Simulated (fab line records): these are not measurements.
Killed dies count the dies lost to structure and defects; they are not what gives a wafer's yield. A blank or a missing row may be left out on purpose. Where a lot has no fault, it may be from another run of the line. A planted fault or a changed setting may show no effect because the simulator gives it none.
Matching of chambers || flow n5-finfet || pecvd-03 running N5_BEOL_M11_ILD_DEP_00: 3 sister chambers
The step deposits SiCOH lowk from DEMS/porogen, target thk 308.51 nm, time 58 s. 3 wafers are shown with their chamber, then 7 later ones without.

== WAFERS PAIRED WITH THEIR CHAMBERS ==
{"wafer": "L085.6", "chamber": 0, "throttle-valve-pct (%)": 14.6}
{"wafer": "L084.2", "chamber": 1, "throttle-valve-pct (%)": 14.0}
{"wafer": "L084.4", "chamber": 2, "throttle-valve-pct (%)": 12.9}

== WAFERS WITHOUT THEIR CHAMBER ==
{"wafer": "L084.5", "throttle-valve-pct (%)": 14.6}
{"wafer": "L091.1", "throttle-valve-pct (%)": 14.3}
{"wafer": "L091.2", "throttle-valve-pct (%)": 14.3}
{"wafer": "L091.4", "throttle-valve-pct (%)": 13.0}
{"wafer": "L097.1", "throttle-valve-pct (%)": 14.2}
{"wafer": "L097.3", "throttle-valve-pct (%)": 14.1}
{"wafer": "L097.4", "throttle-valve-pct (%)": 14.5}

== CHAMBER TAKEN BY EACH ==
{"wafer": "L084.5", "from the rows above": 0, "in truth": 0}
{"wafer": "L091.1", "from the rows above": "can't be placed: 0 or 1", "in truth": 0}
{"wafer": "L091.2", "from the rows above": "can't be placed: 0 or 1", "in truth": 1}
{"wafer": "L091.4", "from the rows above": 2, "in truth": 2}
{"wafer": "L097.1", "from the rows above": "can't be placed: 1 or 0", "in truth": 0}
{"wafer": "L097.3", "from the rows above": 1, "in truth": 1}
{"wafer": "L097.4", "from the rows above": 0, "in truth": 0}
Correct placement for 4 of the 7. Not placeable from these rows: 3 (in 3, the candidates include the true chamber). Number placed wrongly: 0.
How it was worked out, from the rows above alone: a wafer's distance from a chamber is the root of the sum, over the readings, of the square of ((its reading less the chamber's mean) divided by the reading's scatter). The wafer belongs to the nearest chamber; if the next one is less than 2 further off, it can't be placed. A chamber's mean is the mean of its shown wafers. The scatter (one wafer shown for each chamber): square how far every hidden wafer sits from the nearest shown wafer, average those squares and take the square root.
